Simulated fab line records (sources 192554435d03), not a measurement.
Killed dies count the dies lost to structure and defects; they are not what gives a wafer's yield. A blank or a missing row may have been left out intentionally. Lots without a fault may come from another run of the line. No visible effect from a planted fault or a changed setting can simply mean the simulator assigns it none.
fab line records	flow n5_finfet
record lots=24	wafers=72	last_day=18
route steps=1938 shown BEOL_M2@860
lots untouched by any fault: they come from a run of this same line in which no faults occurred
start_h: the number of hours between the record's first day and the start of the first shown wafer of the lot	wait_h: hours from the lot's prior step to this one	" as in the row above	L1.1+2: several wafers, shown together as one row	- either no value or no given start	* or withheld: withheld	< > ~ a bound
route shown NAME@n: names a module that has steps shown in the file, with the first one's number in the route	usual: mean/standard deviation of fault-free wafers	same: alike in all rows	chamber/n: place in a boat	sites: the reading at each site	_std_site: how widely they spread, as a standard deviation	_edge_site: outer sites' mean less inner sites'	radius_mm: how far each site lies from the wafer's centre	mask NAME#n: copy n	behind: the last tool/chamber to shape the wafer	hold: what put the lot on hold/how long, in hours/how the hold closed	device: names the non-switching transistor (n, p or np)	end of line: the route-end tests of the same wafers	for a step that has no rows: nothing shown but its recipe	killed: count of dies lost to structure and defects at first sort (not the wafer's yield)	map: a wafer's dies, marking killed ones x, the rest . and places with no die _
set.NAME: the setting as run; set.NAME@STEP: as run at that earlier step	model.NAME: the simulator's own value behind a step, which no gauge read
one table for each step of the route and one row for each wafer, over a sample of lots
services: when a tool's chamber went out of use (start_h, in hours from the record's first day, below 0 if earlier), for how many hours, and the reason
## steps
# step N5_BEOL_M2_ETCH_64
# recipe chemistry=N2/H2	target=SOC	target_depth_a=750	overetch_a=225	mask_material=SiARC	temp_c=40	time_s=121.9	ion_energy_ev=200	pressure_mtorr=30	source_w=840	bias_w=150	n2_flow_sccm=200	h2_flow_sccm=200
# usual drypump_motor_current_A=5.5/0.46	oes_product_au=0.61/0.065	rf_vpp_V=524.7/2.7	showerhead_plenum_p_Torr=2.56/0.1	temp_c=40.01/0.11	throttle_valve_pct=17.7/0.42
lot.wafer	tool	chamber	start_h	wait_h	drypump_motor_current_A	oes_product_au	rf_hours_counter_h	rf_vpp_V	showerhead_plenum_p_Torr	temp_c	throttle_valve_pct
L074.1	rie_diel-01	3	131.75	0.0	5.6	0.60	89	524.7	2.56	40.03	17.4
L074.5	"	1	"	"	5.0	0.54	-	526.4	2.64	39.98	18.4
L074.6	"	2	"	"	5.9	0.53	-	519.6	2.38	40.04	18.1
L075.3	rie_diel-01	3	137.22	0.0	5.6	0.61	91	524.9	2.56	40.25	17.4
L075.4	"	0	"	"	5.8	0.51	248	524.7	2.60	40.14	18.2
L075.6	"	1	"	"	5.0	0.53	-	526.6	2.64	40.00	18.4
L076.1	rie_diel-03	0	146.04	0.0	5.5	0.56	171	521.0	2.43	40.07	18.4
L076.3	"	1	"	"	5.0	0.52	246	519.2	2.41	40.12	18.1
L076.5	"	3	"	"	5.4	0.64	-	529.1	2.66	39.98	17.5
L077.1	rie_diel-03	1	153.49	0.0	5.0	0.53	248	520.5	2.41	40.17	18.1
L077.4	"	0	"	"	5.5	0.56	173	520.3	2.43	40.00	18.4
L077.5	"	2	"	"	6.0	0.68	-	528.0	2.68	40.08	17.3
L078.1	rie_diel-05	3	155.96	0.0	6.3	0.72	15	522.8	2.46	40.07	17.1
L078.3	"	1	"	"	5.6	0.61	109	520.3	2.45	40.20	17.8
L078.5	"	0	"	"	4.7	0.67	-	524.8	2.60	40.00	17.4
L079.2	rie_diel-01	3	162.47	0.0	5.6	0.60	101	523.9	2.55	40.09	17.4
L079.3	"	0	"	"	5.8	0.74	1	523.6	2.59	39.98	17.7
L079.6	"	0	"	"	5.8	0.74	-	524.7	2.59	39.94	17.7
L080.3	rie_diel-01	3	172.41	0.0	5.6	0.60	107	523.6	2.55	40.17	17.4
L080.5	"	3	"	"	5.6	0.60	-	523.5	2.55	40.04	17.4
L080.6	"	0	"	"	5.8	0.72	-	525.2	2.59	40.06	17.8
L081.1	rie_diel-01	1	176.77	0.0	5.0	0.53	223	526.5	2.63	39.98	18.4
L081.3	"	0	"	"	5.8	0.71	9	525.6	2.59	39.94	17.8
L081.6	"	3	"	"	5.6	0.59	-	522.7	2.55	39.84	17.4
L083.1	rie_diel-05	2	185.88	0.0	5.7	0.52	234	522.8	2.48	39.90	17.9
L083.2	"	0	"	"	4.7	0.66	43	524.5	2.59	40.10	17.4
L083.3	"	3	"	"	6.3	0.69	26	522.4	2.46	40.08	17.1
L082.1	rie_diel-05	1	186.11	0.0	5.6	0.60	119	521.8	2.44	39.93	17.8
L082.4	"	3	"	"	6.3	0.68	26	523.2	2.46	39.83	17.1
L082.5	"	0	"	"	4.7	0.66	-	525.3	2.59	40.01	17.4
L084.2	rie_diel-03	0	212.12	0.0	5.5	0.54	193	521.9	2.42	40.00	18.4
L084.4	"	2	"	"	6.0	0.65	49	528.2	2.67	39.94	17.3
L084.5	"	2	"	"	6.0	0.65	-	529.0	2.67	39.94	17.3
L085.1	rie_diel-01	2	216.99	0.0	5.9	0.71	11	527.8	2.69	40.07	17.6
L085.3	"	1	"	"	5.0	0.52	237	524.7	2.62	39.99	18.4
L085.6	"	1	"	"	5.0	0.52	-	524.8	2.62	40.00	18.5
L086.1	rie_diel-01	0	220.17	0.0	5.8	0.69	24	524.8	2.59	40.06	17.8
L086.3	"	2	"	"	5.9	0.72	12	528.0	2.69	40.01	17.6
L086.4	"	1	"	"	5.0	0.51	239	523.6	2.62	40.27	18.4
L087.1	rie_diel-05	0	221.72	0.0	4.7	0.65	55	524.5	2.59	39.85	17.5
L087.2	"	3	"	"	6.3	0.67	38	522.6	2.45	39.84	17.1
L087.5	"	3	"	"	6.3	0.67	-	523.3	2.45	39.84	17.1
L088.3	rie_diel-01	0	221.81	0.0	5.7	0.68	25	525.2	2.58	40.00	17.8
L088.4	"	2	"	"	5.9	0.71	13	528.7	2.69	40.11	17.6
L088.5	"	1	"	"	5.0	0.52	-	526.2	2.62	40.01	18.5
L089.2	rie_diel-03	3	224.25	0.0	5.4	0.61	101	526.7	2.65	39.82	17.5
L089.3	"	2	"	"	6.0	0.65	53	528.9	2.67	40.03	17.3
L089.5	"	1	"	"	5.0	0.69	-	527.9	2.72	40.26	17.8
L090.2	rie_diel-03	0	229.67	0.0	5.5	0.53	200	521.1	2.42	39.90	18.4
L090.5	"	2	"	"	6.0	0.65	-	527.1	2.67	39.99	17.3
L090.6	"	3	"	"	5.5	0.61	-	527.4	2.65	40.03	17.5
L091.2	rie_diel-05	2	235.31	0.0	5.7	0.51	251	520.9	2.48	39.96	17.9
L091.5	"	0	"	"	4.8	0.64	-	524.4	2.59	40.09	17.4
L091.6	"	3	"	"	6.3	0.67	-	520.9	2.45	39.88	17.1
L092.1	rie_diel-05	2	243.48	0.0	5.8	0.51	254	523.1	2.47	39.94	17.9
L092.2	"	3	"	"	6.3	0.66	46	521.7	2.45	39.92	17.1
L092.5	"	3	"	"	6.3	0.66	-	521.4	2.45	40.01	17.1
L093.3	rie_diel-03	0	248.02	0.0	5.5	0.54	207	520.1	2.42	40.01	18.4
L093.4	"	1	"	"	5.0	0.67	23	528.6	2.72	39.94	17.8
L093.6	"	1	"	"	5.0	0.67	-	527.2	2.72	40.19	17.8
L094.3	rie_diel-05	1	258.05	0.0	5.6	0.59	144	521.7	2.43	39.82	17.8
L094.4	"	1	"	"	5.6	0.58	-	520.1	2.43	39.92	17.8
L094.5	"	0	"	"	4.7	0.63	-	525.6	2.58	40.02	17.5
L095.1	rie_diel-05	1	258.28	0.0	5.6	0.58	144	522.0	2.43	39.96	17.8
L095.4	"	3	"	"	6.3	0.66	-	521.3	2.45	39.89	17.1
L095.6	"	1	"	"	5.6	0.59	-	521.9	2.43	39.88	17.8
L096.2	rie_diel-03	0	273.21	0.0	5.5	0.53	215	520.7	2.41	40.19	18.4
L096.3	"	1	"	"	5.0	0.66	29	529.8	2.72	40.23	17.8
L096.4	"	2	"	"	6.0	0.63	-	528.5	2.66	39.71	17.3
L097.1	rie_diel-03	2	284.41	0.0	6.0	0.63	77	528.0	2.66	40.14	17.3
L097.3	"	0	"	"	5.5	0.53	220	520.3	2.41	40.02	18.4
L097.6	"	3	"	"	5.4	0.59	-	527.1	2.64	40.09	17.6
# step N5_BEOL_M2_CD_MEAS_28
# recipe target_cd_nm=26.2	landing_energy_ev=500	detector=se_inlens	target_cd_y_nm=24.1	polarity=opening
# usual cd_nm=26.11/0.23
lot.wafer	tool	chamber	start_h	wait_h	cd_nm
L074.1	cd_sem-01	0	132.55	-	25.85
L074.5	"	0	"	"	26.42
L074.6	"	0	"	"	26.61
L075.3	cd_sem-02	0	138.22	-	26.25
L075.4	"	0	"	"	26.35
L075.6	"	0	"	"	26.47
L076.1	cd_sem-01	0	146.93	-	26.19
L076.3	"	0	"	"	25.99
L076.5	"	0	"	"	26.06
L077.1	cd_sem-03	0	154.47	-	25.91
L077.4	"	0	"	"	25.60
L077.5	"	0	"	"	26.02
L078.1	cd_sem-01	0	156.63	-	26.26
L078.3	"	0	"	"	25.90
L078.5	"	0	"	"	26.16
L079.2	cd_sem-01	0	163.14	-	26.47
L079.3	"	0	"	"	26.23
L079.6	"	0	"	"	26.17
L080.3	cd_sem-02	0	173.10	-	26.06
L080.5	"	0	"	"	26.30
L080.6	"	0	"	"	26.58
L081.1	cd_sem-01	0	177.44	-	25.78
L081.3	"	0	"	"	25.90
L081.6	"	0	"	"	25.76
L083.1	cd_sem-03	0	186.67	-	26.11
L083.2	"	0	"	"	26.08
L083.3	"	0	"	"	26.62
L082.1	cd_sem-03	0	186.91	-	25.91
L082.4	"	0	"	"	25.85
L082.5	"	0	"	"	25.92
L084.2	cd_sem-02	0	212.80	-	26.50
L084.4	"	0	"	"	25.83
L084.5	"	0	"	"	26.07
L085.1	cd_sem-01	0	217.67	-	26.45
L085.3	"	0	"	"	26.08
L085.6	"	0	"	"	26.01
L086.1	cd_sem-01	0	220.88	-	26.15
L086.3	"	0	"	"	26.05
L086.4	"	0	"	"	25.95
L087.1	cd_sem-02	0	222.61	-	25.92
L087.2	"	0	"	"	25.90
L087.5	"	0	"	"	26.24
L088.3	cd_sem-01	0	222.67	-	26.19
L088.4	"	0	"	"	26.24
L088.5	"	0	"	"	26.47
L089.2	cd_sem-03	0	225.16	-	26.22
L089.3	"	0	"	"	25.99
L089.5	"	0	"	"	26.26
L090.2	cd_sem-02	0	230.36	-	26.15
L090.5	"	0	"	"	26.34
L090.6	"	0	"	"	26.23
L091.2	cd_sem-03	0	236.12	-	26.51
L091.5	"	0	"	"	26.31
L091.6	"	0	"	"	26.50
L092.1	cd_sem-01	0	244.16	-	25.88
L092.2	"	0	"	"	26.12
L092.5	"	0	"	"	26.13
L093.3	cd_sem-02	0	248.79	-	25.97
L093.4	"	0	"	"	26.01
L093.6	"	0	"	"	26.10
L094.3	cd_sem-02	0	258.95	-	25.69
L094.4	"	0	"	"	25.63
L094.5	"	0	"	"	25.98
L095.1	cd_sem-01	0	259.17	-	26.13
L095.4	"	0	"	"	26.37
L095.6	"	0	"	"	25.99
L096.2	cd_sem-03	0	273.88	-	25.82
L096.3	"	0	"	"	25.79
L096.4	"	0	"	"	26.30
L097.1	cd_sem-03	0	285.26	-	26.35
L097.3	"	0	"	"	26.15
L097.6	"	0	"	"	26.07
# step N5_BEOL_M2_OVL_MEAS_29
# recipe points_per_wafer=522
# usual V1_OVL=0.6/0.6
lot.wafer	tool	chamber	start_h	wait_h	V1_OVL[nm]
L074.1	overlay-01	0	132.58	0.0	0.9
L074.5	"	0	"	"	0.9
L074.6	"	0	"	"	0.6
L075.3	overlay-01	0	138.26	0.0	1.4
L075.4	"	0	"	"	1.4
L075.6	"	0	"	"	0.8
L076.1	overlay-01	0	146.96	0.0	0.3
L076.3	"	0	"	"	1.5
L076.5	"	0	"	"	0.0
L077.1	overlay-02	0	154.50	0.0	-0.3
L077.4	"	0	"	"	-0.2
L077.5	"	0	"	"	0.0
L078.1	overlay-01	0	156.66	0.0	0.9
L078.3	"	0	"	"	0.5
L078.5	"	0	"	"	0.8
L079.2	overlay-02	0	163.18	0.0	0.3
L079.3	"	0	"	"	1.0
L079.6	"	0	"	"	0.4
L080.3	overlay-01	0	173.14	0.0	0.2
L080.5	"	0	"	"	0.3
L080.6	"	0	"	"	0.4
L081.1	overlay-02	0	177.47	0.0	1.5
L081.3	"	0	"	"	1.2
L081.6	"	0	"	"	1.6
L083.1	overlay-01	0	186.70	0.0	0.3
L083.2	"	0	"	"	0.6
L083.3	"	0	"	"	0.8
L082.1	overlay-02	0	186.94	0.0	-0.5
L082.4	"	0	"	"	0.0
L082.5	"	0	"	"	-0.5
L084.2	overlay-01	0	212.84	0.0	0.1
L084.4	"	0	"	"	0.6
L084.5	"	0	"	"	0.0
L085.1	overlay-02	0	217.71	0.0	0.7
L085.3	"	0	"	"	1.0
L085.6	"	0	"	"	1.4
L086.1	overlay-02	0	220.91	0.0	1.5
L086.3	"	0	"	"	1.0
L086.4	"	0	"	"	2.1
L087.1	overlay-02	0	222.64	0.0	-0.2
L087.2	"	0	"	"	0.3
L087.5	"	0	"	"	-0.4
L088.3	overlay-01	0	222.71	0.0	0.0
L088.4	"	0	"	"	1.1
L088.5	"	0	"	"	1.3
L089.2	overlay-02	0	225.19	0.0	1.5
L089.3	"	0	"	"	0.5
L089.5	"	0	"	"	1.2
L090.2	overlay-02	0	230.39	0.0	0.7
L090.5	"	0	"	"	0.3
L090.6	"	0	"	"	-0.3
L091.2	overlay-01	0	236.15	0.0	0.8
L091.5	"	0	"	"	0.2
L091.6	"	0	"	"	0.6
L092.1	overlay-01	0	244.19	0.0	0.3
L092.2	"	0	"	"	0.2
L092.5	"	0	"	"	-0.4
L093.3	overlay-02	0	248.83	0.0	0.4
L093.4	"	0	"	"	1.4
L093.6	"	0	"	"	1.1
L094.3	overlay-02	0	258.99	0.0	1.8
L094.4	"	0	"	"	1.1
L094.5	"	0	"	"	1.6
L095.1	overlay-01	0	259.20	0.0	-0.3
L095.4	"	0	"	"	1.0
L095.6	"	0	"	"	0.8
L096.2	overlay-01	0	273.92	0.0	0.0
L096.3	"	0	"	"	0.7
L096.4	"	0	"	"	0.7
L097.1	overlay-01	0	285.29	0.0	0.4
L097.3	"	0	"	"	0.3
L097.6	"	0	"	"	-0.4
# step N5_BEOL_M2_ETCH_70
# recipe chemistry=N2/H2	target=SOC	target_depth_a=800	overetch_a=240	mask_material=SiARC	temp_c=40	time_s=130	ion_energy_ev=200	pressure_mtorr=30	source_w=840	bias_w=150	n2_flow_sccm=200	h2_flow_sccm=200
# usual drypump_motor_current_A=5.6/0.41	oes_product_au=0.59/0.062	rf_vpp_V=525.0/3	showerhead_plenum_p_Torr=2.58/0.1	temp_c=39.98/0.12	throttle_valve_pct=17.7/0.4
lot.wafer	tool	chamber	start_h	wait_h	drypump_motor_current_A	oes_product_au	rf_hours_counter_h	rf_vpp_V	showerhead_plenum_p_Torr	temp_c	throttle_valve_pct
L074.1	rie_diel-01	2	135.93	0.0	5.9	0.52	245	520.8	2.38	40.16	18.1
L074.5	"	2	"	"	5.9	0.52	-	519.2	2.38	40.11	18.1
L074.6	"	3	"	"	5.6	0.59	-	524.9	2.56	39.95	17.4
L075.3	rie_diel-05	0	138.66	0.0	4.7	0.65	26	525.3	2.60	39.90	17.4
L075.4	"	1	"	"	5.6	0.59	102	520.6	2.45	39.87	17.8
L075.6	"	1	"	"	5.6	0.59	-	522.0	2.45	40.03	17.8
L076.1	rie_diel-01	1	153.25	0.0	5.0	0.51	211	527.1	2.64	39.96	18.4
L076.3	"	2	"	"	5.9	0.51	252	519.0	2.38	40.12	18.1
L076.5	"	3	"	"	5.6	0.58	-	524.1	2.56	39.87	17.4
L077.1	rie_diel-01	1	156.46	0.0	5.0	0.51	212	526.8	2.64	39.85	18.4
L077.4	"	1	"	"	5.0	0.51	-	526.2	2.64	39.73	18.4
L077.5	"	2	"	"	5.9	0.51	-	520.8	2.38	39.93	18.1
L078.1	rie_diel-03	3	162.04	0.0	5.4	0.61	78	527.7	2.66	39.74	17.5
L078.3	"	2	"	"	6.0	0.66	31	527.0	2.68	39.95	17.3
L078.5	"	0	"	"	5.5	0.54	-	518.6	2.43	39.93	18.4
L079.2	rie_diel-05	1	164.69	0.0	5.6	0.59	111	522.4	2.44	40.07	17.8
L079.3	"	0	"	"	4.7	0.64	35	524.6	2.60	39.98	17.4
L079.6	"	0	"	"	4.7	0.64	-	525.3	2.60	40.35	17.4
L080.3	rie_diel-03	0	179.97	0.0	5.5	0.53	183	520.1	2.43	40.00	18.4
L080.5	"	0	"	"	5.5	0.53	-	520.0	2.43	39.89	18.4
L080.6	"	2	"	"	6.0	0.65	-	528.3	2.67	40.04	17.3
L081.1	rie_diel-01	1	180.70	0.0	5.0	0.50	225	525.2	2.63	40.21	18.4
L081.3	"	0	"	"	5.8	0.69	11	525.1	2.59	39.98	17.8
L081.6	"	3	"	"	5.6	0.58	-	522.3	2.55	39.98	17.4
L083.1	rie_diel-01	0	193.30	0.0	5.8	0.68	15	525.2	2.59	39.87	17.8
L083.2	"	1	"	"	5.1	0.51	229	526.6	2.63	40.04	18.4
L083.3	"	3	"	"	5.6	0.58	115	525.4	2.55	40.05	17.4
L082.1	rie_diel-03	3	207.27	0.0	5.5	0.60	95	528.1	2.65	39.99	17.5
L082.4	"	0	"	"	5.5	0.54	193	520.7	2.42	40.08	18.4
L082.5	"	2	"	"	6.0	0.63	-	528.1	2.67	39.72	17.3
L084.2	rie_diel-03	3	218.92	0.0	5.4	0.59	99	526.8	2.65	39.95	17.5
L084.4	"	0	"	"	5.5	0.53	196	519.5	2.42	40.14	18.4
L084.5	"	2	"	"	6.0	0.63	-	528.5	2.67	40.08	17.3
L085.1	rie_diel-05	3	224.32	0.0	6.3	0.65	39	520.8	2.45	39.81	17.1
L085.3	"	1	"	"	5.6	0.57	131	521.8	2.44	39.98	17.8
L085.6	"	2	"	"	5.7	0.49	-	523.0	2.48	40.02	17.9
L086.1	rie_diel-03	1	224.44	0.0	5.0	0.67	14	529.4	2.72	39.95	17.7
L086.3	"	0	"	"	5.5	0.53	198	521.3	2.42	39.77	18.4
L086.4	"	3	"	"	5.5	0.59	101	527.0	2.65	39.92	17.5
L087.1	rie_diel-03	3	224.82	0.0	5.4	0.59	101	528.0	2.65	39.96	17.5
L087.2	"	0	"	"	5.5	0.52	198	521.0	2.42	39.89	18.4
L087.5	"	1	"	"	5.0	0.67	-	528.5	2.72	39.92	17.7
L088.3	rie_diel-01	0	230.82	0.0	5.8	0.67	27	525.3	2.58	40.04	17.8
L088.4	"	2	"	"	5.9	0.68	16	528.5	2.69	39.90	17.6
L088.5	"	1	"	"	5.0	0.50	-	525.4	2.62	40.16	18.5
L089.2	rie_diel-01	0	235.45	0.0	5.8	0.65	28	524.1	2.58	39.86	17.8
L089.3	"	2	"	"	5.9	0.69	17	527.0	2.69	40.07	17.6
L089.5	"	0	"	"	5.8	0.66	-	525.6	2.58	39.90	17.8
L090.2	rie_diel-03	2	235.72	0.0	6.0	0.62	58	528.6	2.67	39.85	17.3
L090.5	"	3	"	"	5.4	0.58	-	525.9	2.65	39.90	17.6
L090.6	"	2	"	"	6.0	0.63	-	526.2	2.67	39.93	17.3
L091.2	rie_diel-01	0	242.20	0.0	5.8	0.66	31	525.1	2.58	39.91	17.8
L091.5	"	1	"	"	5.1	0.50	-	526.7	2.62	40.10	18.5
L091.6	"	2	"	"	5.9	0.68	-	528.7	2.69	40.02	17.6
L092.1	rie_diel-01	1	247.64	0.0	5.0	0.49	247	526.7	2.62	39.91	18.5
L092.2	"	0	"	"	5.8	0.65	33	525.4	2.58	39.88	17.8
L092.5	"	3	"	"	5.6	0.56	-	523.3	2.54	40.08	17.5
L093.3	rie_diel-05	0	254.16	0.0	4.7	0.61	67	524.5	2.58	40.04	17.5
L093.4	"	0	"	"	4.7	0.60	-	526.1	2.58	40.18	17.5
L093.6	"	3	"	"	6.3	0.64	-	521.4	2.45	39.93	17.1
L094.3	rie_diel-01	0	272.91	0.0	5.8	0.64	43	526.1	2.58	40.11	17.8
L094.4	"	3	"	"	5.6	0.55	-	524.0	2.54	39.96	17.5
L094.5	"	2	"	"	5.9	0.66	-	528.4	2.68	39.99	17.7
L095.1	rie_diel-05	1	279.95	0.0	5.6	0.56	152	519.9	2.43	40.00	17.8
L095.4	"	0	"	"	4.7	0.61	-	523.7	2.58	40.12	17.5
L095.6	"	1	"	"	5.6	0.56	-	521.3	2.43	39.86	17.8
L096.2	rie_diel-03	3	280.20	0.0	5.4	0.58	118	526.1	2.64	39.93	17.6
L096.3	"	2	"	"	6.0	0.60	74	527.5	2.66	39.82	17.4
L096.4	"	1	"	"	5.0	0.64	32	528.0	2.72	40.06	17.8
L097.1	rie_diel-03	0	286.76	0.0	5.5	0.51	221	519.8	2.41	40.24	18.5
L097.3	"	3	"	"	5.4	0.58	122	528.7	2.64	40.01	17.6
L097.6	"	3	"	"	5.4	0.58	-	527.6	2.64	39.90	17.6
# step N5_BEOL_M2_CD_MEAS_35
# recipe target_cd_nm=18	target_cd_y_nm=22.2	polarity=opening
# usual cd_nm=18.1/0.41
lot.wafer	tool	chamber	start_h	wait_h	cd_nm
L074.1	cd_sem-01	-	136.44	0.0	18.6
L074.5	"	-	"	"	18.3
L074.6	"	-	"	"	18.3
L075.3	cd_sem-02	-	139.17	0.0	18.5
L075.4	"	-	"	"	18.3
L075.6	"	-	"	"	18.2
L076.1	cd_sem-01	-	153.76	0.0	18.2
L076.3	"	-	"	"	18.4
L076.5	"	-	"	"	17.8
L077.1	cd_sem-03	-	156.97	0.0	18.1
L077.4	"	-	"	"	18.0
L077.5	"	-	"	"	18.5
L078.1	cd_sem-02	-	162.56	0.0	18.1
L078.3	"	-	"	"	17.9
L078.5	"	-	"	"	18.1
L079.2	cd_sem-03	-	165.21	0.0	18.0
L079.3	"	-	"	"	18.9
L079.6	"	-	"	"	18.1
L080.3	cd_sem-01	-	180.49	0.0	18.2
L080.5	"	-	"	"	18.5
L080.6	"	-	"	"	18.1
L081.1	cd_sem-03	-	181.21	0.0	18.3
L081.3	"	-	"	"	18.0
L081.6	"	-	"	"	18.4
L083.1	cd_sem-02	-	193.83	0.0	18.7
L083.2	"	-	"	"	17.5
L083.3	"	-	"	"	18.3
L082.1	cd_sem-03	-	207.78	0.0	18.4
L082.4	"	-	"	"	17.8
L082.5	"	-	"	"	17.9
L084.2	cd_sem-01	-	219.44	0.0	17.9
L084.4	"	-	"	"	18.8
L084.5	"	-	"	"	18.7
L085.1	cd_sem-02	-	224.84	0.0	18.4
L085.3	"	-	"	"	17.5
L085.6	"	-	"	"	18.0
L086.1	cd_sem-01	-	224.96	0.0	18.2
L086.3	"	-	"	"	18.3
L086.4	"	-	"	"	18.3
L087.1	cd_sem-03	-	225.33	0.0	16.9
L087.2	"	-	"	"	17.7
L087.5	"	-	"	"	17.8
L088.3	cd_sem-01	-	231.33	0.0	17.7
L088.4	"	-	"	"	18.0
L088.5	"	-	"	"	17.7
L089.2	cd_sem-02	-	235.97	0.0	17.1
L089.3	"	-	"	"	18.4
L089.5	"	-	"	"	17.3
L090.2	cd_sem-02	-	236.24	0.0	18.7
L090.5	"	-	"	"	18.7
L090.6	"	-	"	"	18.0
L091.2	cd_sem-02	-	242.71	0.0	18.2
L091.5	"	-	"	"	17.5
L091.6	"	-	"	"	18.4
L092.1	cd_sem-02	-	248.15	0.0	19.2
L092.2	"	-	"	"	18.5
L092.5	"	-	"	"	18.5
L093.3	cd_sem-03	-	254.69	0.0	18.6
L093.4	"	-	"	"	18.0
L093.6	"	-	"	"	17.5
L094.3	cd_sem-03	-	273.52	0.0	17.8
L094.4	"	-	"	"	17.8
L094.5	"	-	"	"	17.8
L095.1	cd_sem-02	-	280.48	0.0	18.2
L095.4	"	-	"	"	18.1
L095.6	"	-	"	"	18.7
L096.2	cd_sem-02	-	280.71	0.0	18.8
L096.3	"	-	"	"	18.0
L096.4	"	-	"	"	18.3
L097.1	cd_sem-02	-	287.28	0.0	17.9
L097.3	"	-	"	"	18.2
L097.6	"	-	"	"	18.4
# step N5_BEOL_M2_SPUTTER_79
# recipe material=Cu	target_thk_a=45	temp_c=-20	chamber_pressure_pa=0.07	power_w=withheld	time_s=8.29
# usual throttle_valve_pct=29.9/1
lot.wafer	tool	chamber	start_h	wait_h	throttle_valve_pct
L074.1	pvd_sputter-03	-	137.54	0.1	28.5
L074.5	"	-	"	"	31.6
L074.6	"	-	"	"	30.0
L075.3	pvd_sputter-01	-	142.55	0.1	29.8
L075.4	"	-	"	"	29.8
L075.6	"	-	"	"	29.8
L076.1	pvd_sputter-02	-	155.00	0.1	31.5
L076.3	"	-	"	"	29.7
L076.5	"	-	"	"	29.6
L077.1	pvd_sputter-02	-	157.93	0.1	29.5
L077.4	"	-	"	"	31.4
L077.5	"	-	"	"	31.4
L078.1	pvd_sputter-01	-	164.38	0.1	29.7
L078.3	"	-	"	"	29.9
L078.5	"	-	"	"	29.7
L079.2	pvd_sputter-02	-	166.50	0.1	29.5
L079.3	"	-	"	"	31.2
L079.6	"	-	"	"	28.8
L080.3	pvd_sputter-02	-	181.75	0.1	29.7
L080.5	"	-	"	"	28.9
L080.6	"	-	"	"	29.9
L081.1	pvd_sputter-02	-	183.75	0.1	29.7
L081.3	"	-	"	"	29.4
L081.6	"	-	"	"	31.5
L083.1	pvd_sputter-02	-	199.36	0.1	29.7
L083.2	"	-	"	"	29.9
L083.3	"	-	"	"	28.6
L082.1	pvd_sputter-02	-	209.36	0.1	28.7
L082.4	"	-	"	"	30.0
L082.5	"	-	"	"	31.4
L084.2	pvd_sputter-01	-	221.47	0.1	29.9
L084.4	"	-	"	"	29.9
L084.5	"	-	"	"	31.1
L085.1	pvd_sputter-01	-	225.99	0.1	29.7
L085.3	"	-	"	"	31.0
L085.6	"	-	"	"	29.6
L086.1	pvd_sputter-03	-	226.24	0.1	28.3
L086.3	"	-	"	"	28.6
L086.4	"	-	"	"	29.8
L087.1	pvd_sputter-03	-	228.08	0.1	28.5
L087.2	"	-	"	"	29.9
L087.5	"	-	"	"	28.7
L088.3	pvd_sputter-02	-	232.42	0.1	29.6
L088.4	"	-	"	"	31.6
L088.5	"	-	"	"	29.8
L089.2	pvd_sputter-03	-	237.01	0.1	29.7
L089.3	"	-	"	"	28.4
L089.5	"	-	"	"	32.2
L090.2	pvd_sputter-01	-	237.55	0.1	29.9
L090.5	"	-	"	"	29.8
L090.6	"	-	"	"	29.4
L091.2	pvd_sputter-01	-	244.39	0.1	29.2
L091.5	"	-	"	"	29.8
L091.6	"	-	"	"	30.8
L092.1	pvd_sputter-03	-	250.99	0.1	31.8
L092.2	"	-	"	"	28.5
L092.5	"	-	"	"	29.8
L093.3	pvd_sputter-03	-	257.27	0.1	29.9
L093.4	"	-	"	"	28.3
L093.6	"	-	"	"	28.5
L094.3	pvd_sputter-02	-	276.81	0.1	29.9
L094.4	"	-	"	"	29.0
L094.5	"	-	"	"	29.4
L095.1	pvd_sputter-03	-	282.57	0.1	31.8
L095.4	"	-	"	"	28.8
L095.6	"	-	"	"	28.3
L096.2	pvd_sputter-02	-	282.99	0.1	28.9
L096.3	"	-	"	"	29.6
L096.4	"	-	"	"	29.5
L097.1	pvd_sputter-01	-	288.30	0.1	29.4
L097.3	"	-	"	"	29.7
L097.6	"	-	"	"	31.2
## services
tool	chamber	start_h	hours	kind
rie_diel-03	2	110.03	1.3	repair
rie_diel-03	-	114.49	14.6	pm
rie_diel-01	3	120.80	2.2	repair
rie_diel-01	1	123.00	5.2	repair
pvd_sputter-01	-	133.40	2.5	repair
rie_diel-01	0	141.30	-	clean
rie_diel-01	0	141.30	-	consumable_replace:focus_ring
rie_diel-01	0	141.30	18.6	scheduled_down
rie_diel-01	0	141.30	18.6	vent_cycle
rie_diel-01	2	159.92	-	clean
rie_diel-01	2	159.92	-	consumable_replace:focus_ring
rie_diel-01	2	159.92	-	consumable_replace:showerhead
rie_diel-01	2	159.92	23.7	scheduled_down
rie_diel-01	2	159.92	23.7	vent_cycle
rie_diel-03	0	167.94	1.8	repair
rie_diel-01	3	233.35	4.4	repair
rie_diel-05	2	248.24	5.7	repair
rie_diel-01	1	255.78	-	clean
rie_diel-01	1	255.78	-	consumable_replace:focus_ring
rie_diel-01	1	255.78	26.3	scheduled_down
rie_diel-01	1	255.78	26.3	vent_cycle
rie_diel-03	1	260.43	9.6	repair
rie_diel-03	3	273.20	6.0	repair
rie_diel-05	-	280.28	28.1	pm
## key
fault none
